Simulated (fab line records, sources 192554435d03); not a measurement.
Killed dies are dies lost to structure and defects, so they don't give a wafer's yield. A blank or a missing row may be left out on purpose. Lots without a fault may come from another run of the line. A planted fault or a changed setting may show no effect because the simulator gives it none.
A struck lot beside a sound one | flow n5_finfet | 23 steps out of a route of 1938
Sound: wafers L396.1, L396.3, L396.4. Struck: wafers L404.2, L404.3, L404.4. The cause comes at the end.
At each step with rows: each side's tool, then ch and its chambers, then its first start. Under that, the readings that differ: sound wafers | struck wafers | difference of the means | sigmas: that difference in standard deviations of wafers without a fault.
alike: readings whose means differ by less than 2 such deviations, and words and numbers that are the same on both sides. not compared: withheld readings, readings that some wafer has no value for, bounds like >300 that may hide the same value, and numbers for which the record gives no deviation and whose values overlap.
The two part at a step that has a row with sigmas, a row that says differs or no value, or rows on one side only. Numbers that don't overlap but have no deviation are shown without sigmas and don't part them. A reading that every wafer of one side lacks parts them only if that side has two wafers or more.

first, 9 steps without rows for these wafers: N5_WELL_APT_DESCUM_30 (chemistry O2, time 7.9 s); N5_WELL_APT_IMPLANT_31; N5_WELL_APT_IMPLANT_32; N5_WELL_APT_STRIP_33 (strips in SPM, time 900 s); N5_WELL_APT_RTA_34 (time 10 s); N5_WELL_APT_OXIDE_STRIP_42 (strips SiO2 in dHF, time 45 s, target depth 12 nm); N5_WELL_APT_PRECLEAN_36 (cleans in O3/DIW, time 45 s); N5_WELL_APT_PRECLEAN_39 (cleans in dHF, time 60 s); N5_WELL_APT_SRD_37 (time 30 s).
N5_WELL_APT_EPI_41: deposits Si from SiH4/H2, target thk 50 nm, time 297.7 s.
  sound on epi_rpcvd-01 ch 0, day 2 10:20; struck on epi_rpcvd-01 ch 0, day 4 10:39
  alike: throttle_valve_pct
N5_WELL_APT_INSPECT_38: inspects for defects (darkfield).
  sound on defect_inspect-01, day 2 10:59; struck on defect_inspect-02, day 4 11:21
  reading          | sound    | struck      | difference | sigmas
  raw_defect_count | 17 12 11 | 646 676 653 | +645       | +99 or more
then, 8 steps without rows for these wafers: N5_PMOS_HMC_CHANNEL_EPI_HM_DEP_34 (deposits SiO2 from TEOS/O2, target thk 36 nm, time 6.9 s); N5_PMOS_HMC_CHANNEL_EPI_COAT_31 (time 60 s, resist thk 66 nm); N5_PMOS_HMC_CHANNEL_EPI_COAT_03 (resist thk 205 nm); N5_PMOS_HMC_CHANNEL_EPI_EBR_05; N5_PMOS_HMC_CHANNEL_EPI_SOFTBAKE_04 (time 60 s); N5_PMOS_HMC_CHANNEL_EPI_EXPOSE_06 (exposes mask PMOS HMC BLK, target cd 240 nm); N5_PMOS_HMC_CHANNEL_EPI_PEB_07 (peb time 60 s); N5_PMOS_HMC_CHANNEL_EPI_DEVELOP_08 (develop time 30 s).
N5_PMOS_HMC_CHANNEL_EPI_INSPECT_11: inspects for defects (macro).
  sound on defect_inspect-01, day 2 11:29; struck on defect_inspect-01, day 4 11:51
  reading          | sound | struck         | difference | sigmas
  raw_defect_count | 3 0 3 | >300 >300 >300 | differs    |
then, 1 step without rows for these wafers: N5_PMOS_HMC_CHANNEL_EPI_DESCUM_14 (chemistry O2, time 7.9 s).
-- the record jumps here: 6 days lie between the struck wafers' starts before and after (it left off in module PMOS_HMC_CHANNEL_EPI and takes up again in module BEOL_M4, whose first step shown is number 1111 of the route) --
N5_BEOL_M4_RC_MEAS_101:
  sound on prober-02 ch 0, day 8 14:03; struck on prober-02 ch 0, day 10 12:28
  reading   | sound             | struck            | difference | sigmas
  VT_N (mV) | 256.6 257.2 257.9 | 251.4 251.6 248.3 | -6.8       | -2
  alike: DIBL_N, DIBL_P, IOFF_N, IOFF_P, ION_N, ION_P, SS_N, SS_P, VT_P
-- the record jumps here: 5 days lie between the struck wafers' starts before and after (it left off in module BEOL_M4 and takes up again in module PASSIVATION, whose first step shown is number 1936 of the route) --
N5_PASSIVATION_PROBE_49:
  the record has rows for the struck wafers here (prober-02, day 15 00:49) and none for the sound ones

WHERE THEY PART
First at N5_WELL_APT_INSPECT_38; last, within this record, at N5_PASSIVATION_PROBE_49.

WHY: what the simulator had put in
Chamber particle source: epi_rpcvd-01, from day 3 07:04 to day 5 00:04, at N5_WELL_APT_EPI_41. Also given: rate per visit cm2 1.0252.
